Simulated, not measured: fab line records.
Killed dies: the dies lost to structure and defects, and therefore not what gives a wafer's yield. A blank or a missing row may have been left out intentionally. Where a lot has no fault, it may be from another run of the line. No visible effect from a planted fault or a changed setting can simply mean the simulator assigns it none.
fab line records + flow n5_finfet
[record]
- lots = 9
- wafers = 27
- last_day = 18
route steps=1938 shown ZERO_LAYER@17 FIN_SAQP@94 BEOL_M4@1111
lots untouched by any fault: they come from a run of this same line in which no faults occurred
start_h: start of the lot's first displayed wafer, in hours after the record's first day + wait_h: time in hours since the lot's previous step + " repeats the value in the row above + L1.1+2: one row covering several wafers at once + - no value, or no start given + * or withheld: withheld + < > ~ a bound
route shown NAME@n: a module of which the file shows steps, and the number in the route of the first + usual: mean/standard deviation taken from wafers without a fault + same: alike in all rows + chamber/n: place in a boat + sites: per-site readings + _std_site: standard deviation of those values + _edge_site: inner sites' mean taken away from outer sites' mean + radius_mm: how far each site lies from the wafer's centre + mask NAME#n: copy n + behind: the last tool/chamber to shape the wafer + hold: cause of the lot's hold/its duration in hours/its outcome + device: which transistor (n, p or np) failed to switch + end of line: the route-end tests of the same wafers + a step given without rows: its recipe and nothing more + killed: dies lost to structure and defects at the first sort, not the wafer's yield + map: shows each die of a wafer: x if killed, . if not, _ if none is there
set.NAME: the setting as run; set.NAME@STEP: as run at that earlier step + model.NAME: the simulator's own value behind a step, which no gauge read
a sample of lots followed through the steps of the route, with each step as a table and each wafer as a row
services: when a tool's chamber went out of use (start_h, in hours from the record's first day, below 0 if earlier), for how many hours, and the reason
[[steps]]
[step N5_ZERO_LAYER_STRIP_24]
[recipe]
- chemistry = O2
- power_w = 1000
- temp_c = 250
- overash_fraction = 0.3
- pressure_mtorr = 1000
- o2_flow_sccm = 6750
[usual]
- chamber_pressure_mTorr = 999.8/1
- drypump_motor_current_A = 5.7/0.37
- heater_power_w = 344/12
- oes_product_au = 0.647/0.0049
- strip_time_to_endpoint_s = 43.86/0.079
| lot.wafer | tool            | chamber | start_h | wait_h | chamber_pressure_mTorr | drypump_motor_current_A | heater_power_w | oes_product_au | rf_hours_counter_h | strip_time_to_endpoint_s |
|-----------|-----------------|---------|---------|--------|------------------------|-------------------------|----------------|----------------|--------------------|--------------------------|
| L619.1    | plasma_asher-01 | 1       | 24.92   | 0.1    | -                      | -                       | -              | -              | -                  | -                        |
| L619.2    | "               | 0       | "       | "      | -                      | -                       | -              | -              | -                  | -                        |
| L619.4    | "               | 1       | "       | "      | -                      | -                       | -              | -              | -                  | -                        |
| L620.1    | plasma_asher-02 | 0       | 31.02   | 0.1    | -                      | -                       | -              | -              | -                  | -                        |
| L620.4    | "               | 0       | "       | "      | -                      | -                       | -              | -              | -                  | -                        |
| L620.6    | "               | 0       | "       | "      | -                      | -                       | -              | -              | -                  | -                        |
| L624.2    | plasma_asher-01 | 1       | 55.02   | 0.1    | 1001.8                 | 5.9                     | 349            | 0.645          | 31                 | 43.80                    |
| L624.4    | "               | 1       | "       | "      | 1000.4                 | 5.9                     | 357            | 0.653          | -                  | 43.93                    |
| L624.5    | "               | 0       | "       | "      | 997.9                  | 5.2                     | 332            | 0.640          | -                  | 43.86                    |
| L630.1    | plasma_asher-01 | 1       | 90.92   | 0.1    | 998.6                  | 5.9                     | 364            | 0.649          | 41                 | 43.87                    |
| L630.3    | "               | 1       | "       | "      | 999.9                  | 5.9                     | 357            | 0.653          | -                  | 43.86                    |
| L630.4    | "               | 0       | "       | "      | 1000.3                 | 5.2                     | 330            | 0.641          | -                  | 43.87                    |
| L631.1    | plasma_asher-01 | 0       | 97.02   | 0.1    | 999.8                  | 5.2                     | 331            | 0.652          | 43                 | 43.86                    |
| L631.4    | "               | 0       | "       | "      | 999.9                  | 5.2                     | 336            | 0.646          | -                  | 43.84                    |
| L631.5    | "               | 0       | "       | "      | 1000.1                 | 5.2                     | 335            | 0.653          | -                  | 43.79                    |
| L633.3    | plasma_asher-02 | 0       | 109.36  | 0.4    | 999.8                  | 5.7                     | 352            | 0.645          | -                  | 43.77                    |
| L633.4    | "               | 1       | "       | "      | 998.9                  | 6.2                     | 331            | 0.641          | -                  | 43.89                    |
| L633.6    | "               | 0       | "       | "      | 999.4                  | 5.7                     | 352            | 0.638          | -                  | 43.71                    |
| L635.2    | plasma_asher-01 | 1       | 120.89  | 0.1    | 999.6                  | 5.9                     | 356            | 0.649          | 44                 | 43.86                    |
| L635.3    | "               | 0       | "       | "      | 999.1                  | 5.2                     | 337            | 0.645          | -                  | 43.91                    |
| L635.4    | "               | 1       | "       | "      | 999.4                  | 5.9                     | 362            | 0.644          | -                  | 43.95                    |
| L638.2    | plasma_asher-01 | 1       | 139.07  | 0.1    | 1000.2                 | 5.9                     | 353            | 0.653          | 48                 | 44.03                    |
| L638.3    | "               | 1       | "       | "      | 997.8                  | 5.9                     | 359            | 0.651          | -                  | 44.01                    |
| L638.4    | "               | 0       | "       | "      | 999.0                  | 5.2                     | 330            | 0.652          | -                  | 44.02                    |
| L639.3    | plasma_asher-02 | 1       | 145.04  | 0.1    | 1000.4                 | 6.2                     | 335            | 0.653          | -                  | 43.87                    |
| L639.5    | "               | 1       | "       | "      | 999.9                  | 6.2                     | 336            | 0.633          | -                  | 43.89                    |
| L639.6    | "               | 0       | "       | "      | 1000.0                 | 5.7                     | 351            | 0.640          | -                  | 43.81                    |
[step N5_FIN_SAQP_ALD_61]
[recipe]
- material = SiO2
- target_thk_a = 40
- temp_c = 300
- ald_precursor_family = BDEAS
- ald_co_reactant = O2-plasma
- pulse_time_s = 1
- purge_time_s = 2
- co_reactant_purge_time_s = 2
- ald_cycles = 43
- pressure_torr = 2
[usual]
- heater_power_w = 463/44
- precursor_pulse_height_rel = 1.000/0.023
| lot.wafer | tool       | chamber | start_h | wait_h | heater_power_w | precursor_pulse_height_rel |
|-----------|------------|---------|---------|--------|----------------|----------------------------|
| L619.1    | ald_sin-04 | 3       | 32.01   | 0.0    | 417            | 0.965                      |
| L619.2    | "          | 0       | "       | "      | 514            | 0.992                      |
| L619.4    | "          | 1       | "       | "      | 459            | 1.013                      |
| L620.1    | ald_sin-04 | 0       | 38.17   | 0.0    | 494            | 1.008                      |
| L620.4    | "          | 2       | "       | "      | 505            | 0.993                      |
| L620.6    | "          | 1       | "       | "      | 472            | 0.993                      |
| L624.2    | ald_sin-03 | 3       | 63.05   | 0.2    | 554            | 1.007                      |
| L624.4    | "          | 0       | "       | "      | 469            | 1.004                      |
| L624.5    | "          | 2       | "       | "      | 452            | 1.017                      |
| L630.1    | ald_sin-04 | 2       | 99.61   | 0.0    | 484            | 1.031                      |
| L630.3    | "          | 3       | "       | "      | 400            | 1.009                      |
| L630.4    | "          | 1       | "       | "      | 459            | 0.947                      |
| L631.1    | ald_sin-04 | 0       | 104.25  | 0.0    | 492            | 0.967                      |
| L631.4    | "          | 1       | "       | "      | 470            | 1.007                      |
| L631.5    | "          | 3       | "       | "      | 396            | 1.022                      |
| L633.3    | ald_sin-01 | 1       | 116.30  | 0.0    | 425            | 1.037                      |
| L633.4    | "          | 3       | "       | "      | 455            | 1.038                      |
| L633.6    | "          | 3       | "       | "      | 443            | 1.020                      |
| L635.2    | ald_sin-04 | 3       | 128.16  | 0.0    | 384            | 0.989                      |
| L635.3    | "          | 1       | "       | "      | 462            | 1.028                      |
| L635.4    | "          | 0       | "       | "      | 495            | 0.991                      |
| L638.2    | ald_sin-01 | 0       | 146.86  | 0.2    | 392            | 1.041                      |
| L638.3    | "          | 3       | "       | "      | 436            | 0.993                      |
| L638.4    | "          | 2       | "       | "      | 474            | 0.995                      |
| L639.3    | ald_sin-01 | 0       | 153.11  | 0.2    | 391            | 0.980                      |
| L639.5    | "          | 0       | "       | "      | 398            | 1.007                      |
| L639.6    | "          | 1       | "       | "      | 433            | 1.036                      |
[step N5_FIN_SAQP_HM_OPEN_73]
[recipe]
- chemistry = CHF3/O2
- target = SiO2
- stop_on = a-Si
- target_depth_a = 120
- over_etch_frac = 1.8
- mask_material = SOC
- time_s = 16.8
- pressure_mtorr = 30
- source_w = 650
- bias_w = 170
- Ar_flow_sccm = 200
- CHF3_flow_sccm = 50
- O2_flow_sccm = 5
- ion_energy_ev = 200
- ends = end_point
[usual]
- chamber_pressure_mTorr = 29.998/0.028
- drypump_motor_current_A = 5.6/0.38
- oes_product_au = 0.47/0.052
- rf_vpp_V = 523/9.2
- showerhead_plenum_p_Torr = 2.44/0.075
- throttle_valve_pct = 18.71/0.22
| lot.wafer | tool        | chamber | start_h | wait_h | chamber_pressure_mTorr | drypump_motor_current_A | oes_product_au | rf_hours_counter_h | rf_vpp_V | showerhead_plenum_p_Torr | throttle_valve_pct |
|-----------|-------------|---------|---------|--------|------------------------|-------------------------|----------------|--------------------|----------|--------------------------|--------------------|
| L619.1    | rie_diel-02 | 1       | 33.48   | 0.0    | 30.039                 | 5.4                     | 0.42           | 215                | 537      | 2.49                     | 19.14              |
| L619.2    | "           | 0       | "       | "      | 29.962                 | 5.4                     | 0.51           | 55                 | 523      | 2.44                     | 18.46              |
| L619.4    | "           | 0       | "       | "      | 30.027                 | 5.4                     | 0.53           | -                  | 522      | 2.44                     | 18.48              |
| L620.1    | rie_diel-05 | 1       | 39.84   | 0.0    | 29.971                 | 5.4                     | 0.42           | 208                | 523      | 2.38                     | 18.96              |
| L620.4    | "           | 2       | "       | "      | 30.013                 | 5.8                     | 0.46           | -                  | 519      | 2.51                     | 18.42              |
| L620.6    | "           | 3       | "       | "      | 29.938                 | 5.7                     | 0.46           | -                  | 540      | 2.41                     | 18.60              |
| L624.2    | rie_diel-04 | 0       | 64.55   | 0.0    | 30.007                 | 5.9                     | 0.47           | 133                | 526      | 2.41                     | 18.64              |
| L624.4    | "           | 0       | "       | "      | 30.010                 | 5.9                     | 0.48           | -                  | 523      | 2.41                     | 18.62              |
| L624.5    | "           | 2       | "       | "      | 29.985                 | 5.7                     | 0.46           | -                  | 511      | 2.53                     | 18.97              |
| L630.1    | rie_diel-05 | 3       | 100.98  | 0.0    | 29.973                 | 5.7                     | 0.44           | 175                | 540      | 2.40                     | 18.63              |
| L630.3    | "           | 0       | "       | "      | 29.994                 | 5.6                     | 0.55           | 19                 | 527      | 2.53                     | 18.50              |
| L630.4    | "           | 1       | "       | "      | 29.989                 | 5.4                     | 0.42           | 230                | 524      | 2.37                     | 18.99              |
| L631.1    | rie_diel-05 | 0       | 105.86  | 0.0    | 29.976                 | 5.6                     | 0.54           | 21                 | 526      | 2.53                     | 18.51              |
| L631.4    | "           | 3       | "       | "      | 30.007                 | 5.7                     | 0.44           | 177                | 539      | 2.40                     | 18.65              |
| L631.5    | "           | 0       | "       | "      | 30.027                 | 5.6                     | 0.55           | -                  | 526      | 2.53                     | 18.49              |
| L633.3    | rie_diel-04 | 3       | 117.77  | 0.0    | 29.977                 | 5.0                     | 0.56           | 14                 | 525      | 2.57                     | 18.56              |
| L633.4    | "           | 0       | "       | "      | 30.031                 | 5.9                     | 0.46           | 152                | 525      | 2.41                     | 18.66              |
| L633.6    | "           | 3       | "       | "      | 30.019                 | 5.0                     | 0.57           | -                  | 524      | 2.57                     | 18.55              |
| L635.2    | rie_diel-04 | 3       | 129.84  | 0.0    | 29.943                 | 5.0                     | 0.56           | 17                 | 525      | 2.57                     | 18.56              |
| L635.3    | "           | 0       | "       | "      | 30.037                 | 5.9                     | 0.46           | 156                | 525      | 2.41                     | 18.67              |
| L635.4    | "           | 1       | "       | "      | 29.989                 | 5.4                     | 0.41           | 245                | 516      | 2.37                     | 18.71              |
| L638.2    | rie_diel-05 | 2       | 148.25  | 0.0    | 29.993                 | 5.7                     | 0.43           | 180                | 519      | 2.50                     | 18.49              |
| L638.3    | "           | 1       | "       | "      | 29.957                 | 5.4                     | 0.41           | 248                | 524      | 2.36                     | 19.00              |
| L638.4    | "           | 3       | "       | "      | 30.010                 | 5.7                     | 0.43           | 193                | 540      | 2.39                     | 18.67              |
| L639.3    | rie_diel-05 | 2       | 155.05  | 0.0    | 29.989                 | 5.8                     | 0.42           | 184                | 517      | 2.50                     | 18.48              |
| L639.5    | "           | 0       | "       | "      | 30.015                 | 5.6                     | 0.53           | -                  | 526      | 2.52                     | 18.54              |
| L639.6    | "           | 3       | "       | "      | 29.956                 | 5.7                     | 0.43           | -                  | 539      | 2.39                     | 18.66              |
[step N5_FIN_SAQP_SPACER1_ETCHBACK_25]
[recipe]
- chemistry = CHF3/O2
- mode = anisotropic_etchback
- target = SiO2
- target_depth_a = 244
- time_s = 12.2
- pressure_mtorr = 30
- source_w = 650
- bias_w = 170
- Ar_flow_sccm = 200
- CHF3_flow_sccm = 50
- O2_flow_sccm = 5
- ion_energy_ev = 200
[usual]
- chamber_pressure_mTorr = 30.001/0.026
- drypump_motor_current_A = 5.6/0.41
- oes_product_au = 0.79/0.088
- rf_vpp_V = 523/8.8
- showerhead_plenum_p_Torr = 2.43/0.077
- throttle_valve_pct = 18.80/0.21
[same]
- time_s = 12.2
| lot.wafer | tool        | chamber | start_h | wait_h | chamber_pressure_mTorr | drypump_motor_current_A | oes_product_au | rf_hours_counter_h | rf_vpp_V | showerhead_plenum_p_Torr | throttle_valve_pct |
|-----------|-------------|---------|---------|--------|------------------------|-------------------------|----------------|--------------------|----------|--------------------------|--------------------|
| L619.1    | rie_diel-05 | 3       | 35.52   | 0.5    | 30.002                 | 5.7                     | 0.75           | 150                | 541      | 2.41                     | 18.67              |
| L619.2    | "           | 1       | "       | "      | 30.027                 | 5.4                     | 0.70           | 205                | 522      | 2.38                     | 19.04              |
| L619.4    | "           | 1       | "       | "      | 30.026                 | 5.4                     | 0.70           | -                  | 524      | 2.38                     | 19.04              |
| L620.1    | rie_diel-02 | 2       | 41.57   | 0.4    | 29.986                 | 6.6                     | 0.81           | 102                | 527      | 2.33                     | 18.69              |
| L620.4    | "           | 0       | "       | "      | 30.016                 | 5.4                     | 0.87           | -                  | 524      | 2.44                     | 18.55              |
| L620.6    | "           | 0       | "       | "      | 29.958                 | 5.4                     | 0.85           | -                  | 523      | 2.44                     | 18.56              |
| L624.2    | rie_diel-02 | 3       | 66.42   | 0.6    | 30.054                 | 5.5                     | 0.94           | 7                  | 506      | 2.39                     | 18.90              |
| L624.4    | "           | 1       | "       | "      | 29.965                 | 5.4                     | 0.68           | 223                | 537      | 2.48                     | 19.25              |
| L624.5    | "           | 0       | "       | "      | 30.036                 | 5.4                     | 0.85           | -                  | 525      | 2.44                     | 18.58              |
| L630.1    | rie_diel-04 | 0       | 102.62  | 0.4    | 30.017                 | 5.9                     | 0.77           | 147                | 525      | 2.41                     | 18.72              |
| L630.3    | "           | 1       | "       | "      | 30.030                 | 5.4                     | 0.68           | 235                | 516      | 2.37                     | 18.73              |
| L630.4    | "           | 3       | "       | "      | 29.982                 | 5.0                     | 0.97           | 10                 | 526      | 2.57                     | 18.62              |
| L631.1    | rie_diel-04 | 1       | 108.04  | 0.6    | 30.004                 | 5.4                     | 0.68           | 237                | 515      | 2.37                     | 18.75              |
| L631.4    | "           | 3       | "       | "      | 29.976                 | 5.0                     | 0.97           | 11                 | 526      | 2.57                     | 18.61              |
| L631.5    | "           | 2       | "       | "      | 30.052                 | 5.7                     | 0.76           | -                  | 509      | 2.52                     | 19.07              |
| L633.3    | rie_diel-02 | 1       | 119.38  | 0.4    | 30.006                 | 5.4                     | 0.67           | 242                | 536      | 2.48                     | 19.27              |
| L633.4    | "           | 3       | "       | "      | 29.948                 | 5.5                     | 0.90           | 25                 | 506      | 2.38                     | 18.94              |
| L633.6    | "           | 3       | "       | "      | 30.003                 | 5.5                     | 0.91           | -                  | 506      | 2.38                     | 18.94              |
| L635.2    | rie_diel-05 | 3       | 131.49  | 0.4    | 29.968                 | 5.7                     | 0.72           | 187                | 538      | 2.39                     | 18.72              |
| L635.3    | "           | 1       | "       | "      | 30.038                 | 5.4                     | 0.67           | 243                | 524      | 2.36                     | 19.08              |
| L635.4    | "           | 3       | "       | "      | 30.011                 | 5.7                     | 0.72           | -                  | 539      | 2.39                     | 18.74              |
| L638.2    | rie_diel-05 | 3       | 150.16  | 0.4    | 30.050                 | 5.7                     | 0.72           | 193                | 540      | 2.39                     | 18.74              |
| L638.3    | "           | 1       | "       | "      | 30.014                 | 5.4                     | 0.69           | 248                | 524      | 2.36                     | 19.09              |
| L638.4    | "           | 0       | "       | "      | 29.984                 | 5.6                     | 0.89           | 37                 | 525      | 2.52                     | 18.61              |
| L639.3    | rie_diel-04 | 3       | 156.82  | 0.4    | 30.030                 | 5.0                     | 0.91           | 30                 | 526      | 2.57                     | 18.65              |
| L639.5    | "           | 3       | "       | "      | 30.029                 | 5.0                     | 0.91           | -                  | 525      | 2.57                     | 18.66              |
| L639.6    | "           | 0       | "       | "      | 29.980                 | 5.9                     | 0.76           | -                  | 525      | 2.40                     | 18.76              |
[step N5_BEOL_M4_RC_MEAS_101]
[usual]
- DIBL_N = 35.8/1.8
- DIBL_P = 35.9/2.2
- IOFF_N = 0.16/0.035
- IOFF_P = 0.21/0.04
- ION_N = 672/11
- ION_P = 461/7.4
- SS_N = 71.4/0.64
- SS_P = 73.2/0.67
- VT_N = 250/3.5
- VT_P = -251/3.4
| lot.wafer | tool      | chamber | start_h | wait_h | DIBL_N[mV/V] | DIBL_P[mV/V] | IOFF_N[nA/um] | IOFF_P[nA/um] | ION_N[uA/um] | ION_P[uA/um] | SS_N[mV/dec] | SS_P[mV/dec] | VT_N[mV] | VT_P[mV] |
|-----------|-----------|---------|---------|--------|--------------|--------------|---------------|---------------|--------------|--------------|--------------|--------------|----------|----------|
| L619.1    | prober-02 | 0       | 165.77  | 0.2    | 34.2         | 32.9         | 0.12          | 0.17          | 664          | 451          | 71.0         | 72.0         | 254      | -254     |
| L619.2    | "         | 0       | "       | "      | 33.8         | 34.0         | 0.12          | 0.18          | 671          | 462          | 71.3         | 71.9         | 257      | -255     |
| L619.4    | "         | 0       | "       | "      | 34.3         | 33.8         | 0.13          | 0.18          | 673          | 452          | 70.8         | 73.0         | 253      | -252     |
| L620.1    | prober-02 | 0       | 183.44  | 0.0    | 36.6         | 36.8         | 0.18          | 0.25          | 683          | 471          | 72.0         | 73.6         | 245      | -246     |
| L620.4    | "         | 0       | "       | "      | 32.9         | 32.4         | 0.12          | 0.18          | 659          | 458          | 70.8         | 72.4         | 255      | -251     |
| L620.6    | "         | 0       | "       | "      | 34.7         | 33.6         | 0.14          | 0.18          | 665          | 454          | 71.4         | 72.8         | 249      | -250     |
| L624.2    | prober-01 | 0       | 209.22  | 0.2    | 36.0         | 35.7         | 0.15          | 0.20          | 665          | 462          | 71.5         | 72.8         | 254      | -250     |
| L624.4    | "         | 0       | "       | "      | 39.2         | 39.2         | 0.21          | 0.27          | 683          | 468          | 72.0         | 74.2         | 251      | -248     |
| L624.5    | "         | 0       | "       | "      | 38.9         | 39.0         | 0.20          | 0.25          | 676          | 470          | 72.2         | 73.1         | 248      | -250     |
| L630.1    | prober-02 | 0       | 256.39  | 0.0    | 35.2         | 34.5         | 0.14          | 0.18          | 667          | 459          | 70.5         | 72.1         | 252      | -250     |
| L630.3    | "         | 0       | "       | "      | 37.3         | 37.3         | 0.16          | 0.22          | 684          | 467          | 71.4         | 72.6         | 250      | -250     |
| L630.4    | "         | 0       | "       | "      | 37.5         | 38.5         | 0.18          | 0.25          | 682          | 465          | 71.2         | 73.1         | 246      | -249     |
| L631.1    | prober-02 | 0       | 259.85  | 0.0    | 34.3         | 34.6         | 0.13          | 0.21          | 658          | 462          | 71.3         | 73.0         | 253      | -249     |
| L631.4    | "         | 0       | "       | "      | 37.1         | 38.2         | 0.19          | 0.28          | 664          | 464          | 71.2         | 73.7         | 247      | -246     |
| L631.5    | "         | 0       | "       | "      | 35.0         | 35.8         | 0.15          | 0.23          | 669          | 470          | 70.5         | 72.3         | 249      | -246     |
| L633.3    | prober-02 | 0       | 265.80  | 0.3    | 31.7         | 31.2         | 0.09          | 0.13          | 654          | 456          | 70.2         | 71.9         | 258      | -256     |
| L633.4    | "         | 0       | "       | "      | 34.5         | 35.6         | 0.13          | 0.19          | 667          | 461          | 70.7         | 73.1         | 251      | -251     |
| L633.6    | "         | 0       | "       | "      | 33.8         | 34.5         | 0.12          | 0.18          | 667          | 469          | 70.6         | 72.2         | 251      | -251     |
| L635.2    | prober-01 | 0       | 280.65  | 0.2    | 37.3         | 36.3         | 0.18          | 0.21          | 672          | 458          | 72.0         | 73.2         | 248      | -251     |
| L635.3    | "         | 0       | "       | "      | 37.0         | 35.8         | 0.16          | 0.20          | 682          | 464          | 70.6         | 73.4         | 249      | -251     |
| L635.4    | "         | 0       | "       | "      | 32.9         | 31.6         | 0.11          | 0.15          | 661          | 456          | 70.9         | 72.5         | 252      | -256     |
| L638.2    | prober-01 | 0       | 287.94  | 0.2    | 37.1         | 37.8         | 0.17          | 0.21          | 679          | 458          | 72.1         | 74.1         | 246      | -251     |
| L638.3    | "         | 0       | "       | "      | 36.5         | 36.8         | 0.15          | 0.20          | 674          | 468          | 71.4         | 73.9         | 251      | -255     |
| L638.4    | "         | 0       | "       | "      | 33.7         | 32.5         | 0.11          | 0.15          | 660          | 454          | 70.9         | 72.8         | 255      | -255     |
| L639.3    | prober-02 | 0       | 309.15  | 0.3    | 35.9         | 34.6         | 0.14          | 0.20          | 676          | 467          | 70.8         | 73.0         | 249      | -252     |
| L639.5    | "         | 0       | "       | "      | 35.5         | 34.3         | 0.14          | 0.20          | 683          | 466          | 71.0         | 72.3         | 249      | -251     |
| L639.6    | "         | 0       | "       | "      | 35.3         | 33.3         | 0.12          | 0.19          | 669          | 464          | 70.5         | 72.7         | 254      | -252     |
[[services]]
| tool            | chamber | start_h | hours | kind                          |
|-----------------|---------|---------|-------|-------------------------------|
| rie_diel-04     | 3       | 4.91    | 4.5   | repair                        |
| ald_sin-01      | -       | 6.37    | 0.8   | repair                        |
| ald_sin-01      | -       | 11.39   | 1.6   | repair                        |
| ald_sin-04      | 3       | 13.74   | 2.4   | repair                        |
| ald_sin-01      | 3       | 29.07   | 2.5   | repair                        |
| ald_sin-03      | -       | 29.18   | 14.6  | pm                            |
| rie_diel-04     | -       | 33.76   | 2.8   | pm                            |
| rie_diel-05     | 0       | 35.52   | -     | clean                         |
| rie_diel-05     | 0       | 35.52   | -     | consumable_replace:focus_ring |
| rie_diel-02     | 1       | 41.35   | 10.3  | repair                        |
| ald_sin-01      | -       | 45.26   | 0.7   | repair                        |
| ald_sin-04      | 3       | 48.05   | 11.2  | repair                        |
| plasma_asher-02 | -       | 67.08   | 8.9   | repair                        |
| ald_sin-04      | -       | 85.25   | 14.0  | pm                            |
| rie_diel-04     | -       | 86.97   | 0.2   | repair                        |
| rie_diel-05     | 1       | 89.57   | 3.7   | repair                        |
| plasma_asher-01 | -       | 100.83  | 17.6  | repair                        |
| rie_diel-04     | 3       | 103.87  | 1.6   | repair                        |
| ald_sin-01      | 1       | 118.26  | 2.5   | repair                        |
| rie_diel-02     | 2       | 123.38  | 3.3   | repair                        |
| rie_diel-02     | 3       | 124.20  | 18.9  | repair                        |
| rie_diel-05     | 2       | 127.78  | 5.4   | repair                        |
| rie_diel-04     | 0       | 133.20  | 5.6   | repair                        |
| plasma_asher-01 | -       | 144.23  | 41.7  | repair                        |
[[key]]
[first_sign]
- step = N5_ZERO_LAYER_STRIP_24
- reading = tool_record
- direction = missing
effect none on later readings
met_at N5_ZERO_LAYER_STRIP_24
struck_lots L619,L620
not_acting_at N5_FIN_SAQP_ALD_61,N5_FIN_SAQP_HM_OPEN_73,N5_FIN_SAQP_SPACER1_ETCHBACK_25
[fault]
- kind = skipped_step_whole
- tool = plasma_asher-01,plasma_asher-02
- chamber = -
- onset_h = 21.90
- steps = N5_ZERO_LAYER_STRIP_24
- scope = struck_lots_only
